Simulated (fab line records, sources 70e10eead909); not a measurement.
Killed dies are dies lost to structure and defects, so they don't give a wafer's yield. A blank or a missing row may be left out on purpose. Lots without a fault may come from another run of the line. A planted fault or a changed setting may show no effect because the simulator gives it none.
Which tool did it? | flow nand_harc | 13 lots, 39 wafers sampled, at 5 steps of a route of 1302

WHAT THE GAUGES READ, wafer by wafer
NHARC_A_BONDPAD_THK_MEAS_30: measures by ellipsometry.
lot  | measured     | on            | thk_nm (nm)
L801 | day 23 15:50 | film_metro-02 | 198.3 200.8 199.8
L802 | day 25 04:05 | film_metro-01 | 201.2 200.1 197.5
L805 | day 25 08:10 | film_metro-01 | 198.5 200.9 198.4
L803 | day 26 05:04 | film_metro-01 | 199.6 201.7 200.2
L804 | day 26 07:43 | film_metro-02 | 201.7 198.5 198.0
L807 | day 26 08:38 | film_metro-01 | 198.5 201.3 198.7
L806 | day 26 10:28 | film_metro-01 | 200.8 200.2 199.9
L809 | day 27 09:56 | film_metro-02 | 200.0 198.1 200.7
L810 | day 28 07:32 | film_metro-01 | 200.2 200.0 197.7
L811 | day 28 09:16 | film_metro-01 | 200.5 199.0 202.3
L817 | day 30 17:49 | film_metro-02 | 201.4 199.5
L818 | day 31 07:39 | film_metro-02 | 199.2
L822 | day 32 13:09 | film_metro-02 | 200.7 198.8 202.1

NHARC_END_SORT_01.
lot  | measured     | on        | killed_at_array | killed_at_other | killed_at_periphery | killed_dies | killed_open | killed_short
L817 | day 32 04:25 | prober-02 | 581 58 56       | 0 1 0           | 2 13 8              | 583 72 64   | 0 4 7       | 0 5 0
L818 | day 32 18:08 | prober-01 | 602 588 53      | 0 1 0           | 4 9 6               | 606 598 59  | 3 6 1       | 5 3 3

WHICH TOOL RAN EACH LOT (tool, then ch and the chambers of the sampled wafers, then the start)
lot  | NHARC_A_CONTACT_DEP_29          | NHARC_A_BONDPAD_STRIP_15           | NHARC_A_BONDPAD_CMP_19
L801 | pecvd-01 ch 1,2, day 22 01:49   | rie_diel-02 ch 1,2, day 23 16:53   | cmp-02 ch 0,1,2, day 23 18:35
L802 | pecvd-02 ch 0,1,2, day 23 07:01 | rie_diel-06 ch 1,2,3, day 25 05:18 | cmp-03 ch 1,2, day 25 06:56
L805 | pecvd-01 ch 1,2, day 23 10:13   | rie_diel-02 ch 1,2,3, day 25 09:13 | cmp-03 ch 1,2, day 25 10:50
L803 | pecvd-02 ch 1,2, day 24 02:43   | rie_diel-12 ch 1,2, day 26 06:14   | cmp-03 ch 1,2,3, day 26 07:54
L804 | pecvd-01 ch 0,1, day 24 06:53   | rie_diel-12 ch 2,3, day 26 08:46   | cmp-02 ch 1,2,3, day 26 10:28
L807 | pecvd-03 ch 0,1, day 24 09:25   | rie_diel-12 ch 0,2, day 26 09:53   | cmp-02 ch 1,2,3, day 26 11:38
L806 | pecvd-01 ch 1,2, day 24 15:19   | rie_diel-06 ch 1,2,3, day 26 11:45 | cmp-04 ch 0,3, day 26 13:23
L809 | pecvd-01 ch 1,2, day 25 19:02   | rie_diel-12 ch 0,1,3, day 27 11:07 | cmp-03 ch 0,2,3, day 27 12:46
L810 | pecvd-02 ch 0,2, day 26 07:37   | rie_diel-06 ch 0,1,2, day 28 08:36 | cmp-04 ch 0,2, day 28 10:14
L811 | pecvd-01 ch 0,1,2, day 26 18:52 | rie_diel-06 ch 0,2,3, day 28 10:18 | cmp-03 ch 0,1,2, day 28 11:58
L817 | pecvd-02 ch 0,1,2, day 29 00:20 | rie_diel-12 ch 0,3, day 30 18:56   | cmp-04 ch 2,3, day 30 20:37
L818 | pecvd-02 ch 0,2, day 29 16:58   | rie_diel-06 ch 3, day 31 08:46     | cmp-04 ch 0, day 31 10:32
L822 | pecvd-01 ch 0,2, day 30 23:27   | rie_diel-12 ch 0,2,3, day 32 14:12 | cmp-03 ch 0,2,3, day 32 15:49
- NHARC_A_CONTACT_DEP_29: deposits SiON, target thk 100 nm.
- NHARC_A_BONDPAD_STRIP_15: strips in O2.
- NHARC_A_BONDPAD_CMP_19: polishes, t overpolish 30 s, cu recess touch 16 s, target thk 169.82 nm.

WHAT THE TOOLS THEMSELVES READ (means of the sampled wafers that have a number; where no wafer has one, the mark that the record gives instead)
NHARC_A_CONTACT_DEP_29.
lot  | tool     | heater_power_w (W)
L801 | pecvd-01 | 873
L802 | pecvd-02 | 737
L805 | pecvd-01 | 799
L803 | pecvd-02 | 833
L804 | pecvd-01 | 704
L807 | pecvd-03 | 655
L806 | pecvd-01 | 809
L809 | pecvd-01 | 831
L810 | pecvd-02 | 765
L811 | pecvd-01 | 748
L817 | pecvd-02 | 722
L818 | pecvd-02 | 674
L822 | pecvd-01 | 700

NHARC_A_BONDPAD_STRIP_15.
lot  | tool        | drypump_motor_current_A (A) | o2_flow_sccm (sccm) | oes_product_au (a.u.) | rf_vpp_V (V) | showerhead_plenum_p_Torr (Torr) | throttle_valve_pct (%)
L801 | rie_diel-02 | 6.0                         | 501.3               | 1.010                 | 57.5         | 3.43                            | 17.035
L802 | rie_diel-06 | 5.4                         | 500.0               | 1.000                 | 58.0         | 3.43                            | 17.029
L805 | rie_diel-02 | 6.2                         | 499.5               | 1.006                 | 58.4         | 3.55                            | 17.042
L803 | rie_diel-12 | 5.3                         | 499.9               | 0.993                 | 57.1         | 3.46                            | 17.039
L804 | rie_diel-12 | 5.5                         | 497.7               | 1.003                 | 57.7         | 3.64                            | 17.032
L807 | rie_diel-12 | 5.9                         | 499.7               | 0.990                 | 57.7         | 3.40                            | 17.046
L806 | rie_diel-06 | 5.3                         | 499.3               | 1.002                 | 57.3         | 3.43                            | 17.035
L809 | rie_diel-12 | 5.8                         | 499.7               | 0.988                 | 58.1         | 3.65                            | 17.046
L810 | rie_diel-06 | 5.6                         | 500.3               | 0.997                 | 57.7         | 3.55                            | 17.039
L811 | rie_diel-06 | 5.6                         | 498.2               | 0.997                 | 57.6         | 3.56                            | 17.037
L817 | rie_diel-12 | 6.0                         | 500.2               | 0.988                 | 58.7         | 3.60                            | 17.029
L818 | rie_diel-06 | 5.1                         | 499.7               | 1.008                 | 57.0         | 3.40                            | 17.042
L822 | rie_diel-12 | 5.7                         | 498.8               | 0.984                 | 58.1         | 3.51                            | 17.028

NHARC_A_BONDPAD_CMP_19.
lot  | tool   | motor_current_A (A) | overpolish_run_s (s)
L801 | cmp-02 | 12.3                | 29.993
L802 | cmp-03 | 11.8                | 29.994
L805 | cmp-03 | 11.8                | 29.995
L803 | cmp-03 | 12.4                | 30.009
L804 | cmp-02 | 11.9                | 30.002
L807 | cmp-02 | 12.6                | 29.996
L806 | cmp-04 | 11.1                | 30.001
L809 | cmp-03 | 12.1                | 29.997
L810 | cmp-04 | 12.7                | 30.004
L811 | cmp-03 | 12.6                | 30.003
L817 | cmp-04 | 11.9                | 29.995
L818 | cmp-04 | 10.9                | 30.013
L822 | cmp-03 | 12.1                | 30.004

THE ANSWER, worked out from the rows above alone
Rule: what is usual is taken from the lots themselves. Put in order of their means at a reading, lots are off if they are a third of the lots or fewer, leave a main group of 4 or more, and stand apart from it by a gap of 3 or more times the standard deviation of the main group's means; of several such gaps the widest counts. A main group whose means are all the same, to the digits that the tables above print for the reading, isn't used. A lot without any number at a reading at which 4 lots or more have one is off too. The other lots that the step has rows for count as sound. The gauges are gone through in route order, then the tools' own readings, and for those a lot's mean is taken as printed above. The first step at which some lot is off is used, and at that step the reading that is off furthest; a lot without a number counts as furthest.
No lot is off at any reading shown: from this, nothing can be told.

WHAT THE SIMULATOR HAD PUT IN
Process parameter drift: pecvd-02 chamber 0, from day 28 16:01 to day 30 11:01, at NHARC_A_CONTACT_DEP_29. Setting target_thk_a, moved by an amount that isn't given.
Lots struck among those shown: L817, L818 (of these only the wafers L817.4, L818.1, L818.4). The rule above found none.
